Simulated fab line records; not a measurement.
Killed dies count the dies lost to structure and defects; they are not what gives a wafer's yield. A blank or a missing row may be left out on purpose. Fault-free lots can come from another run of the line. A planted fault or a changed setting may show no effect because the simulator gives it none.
Matching of chambers -- flow n5Finfet -- 3 sister chambers for N5_BEOL_M0_SAQP_ILD_DEP_01 on pecvd-02
The step deposits SiOC from DEMS/O2, target thk 45.419 nm, time 8.7 s. 3 wafers are shown with their chamber, then 10 later ones without.

== WAFERS PAIRED WITH THEIR CHAMBERS ==
wafer,chamber,heaterPowerW (W)
L085.4,0,554
L087.2,2,536
L087.3,1,424

== WAFERS MISSING THEIR CHAMBER ==
wafer,heaterPowerW (W)
L087.5,426
L088.1,410
L088.4,460
L088.5,671
L094.1,508
L094.4,582
L094.5,409
L095.2,450
L095.4,439
L095.6,488

== EACH ONE'S CHAMBER ==
wafer,from the rows above,in truth
L087.5,1,1
L088.1,1,1
L088.4,can't be placed: 1 or 2 or 0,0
L088.5,can't be placed: 0 or 2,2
L094.1,can't be placed: 2 or 0 or 1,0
L094.4,can't be placed: 0 or 2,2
L094.5,1,1
L095.2,can't be placed: 1 or 2 or 0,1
L095.4,can't be placed: 1 or 2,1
L095.6,can't be placed: 2 or 1 or 0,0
Placed correctly: 3 of 10. Cannot be placed on the basis of these rows: 7; the candidates contain the true chamber in 7. Placed wrongly: 0.
How it was worked out, from the rows above alone: a wafer's distance from a chamber is the root of the sum, over the readings, of the square of ((its reading less the chamber's mean) divided by the reading's scatter). The wafer belongs to the nearest chamber; if the next one is less than 2 further off, it can't be placed. The mean given for a chamber averages the wafers shown for that chamber. The scatter: with one shown wafer a chamber, the root of the mean of the squares of how far each hidden wafer lies from its nearest shown one.
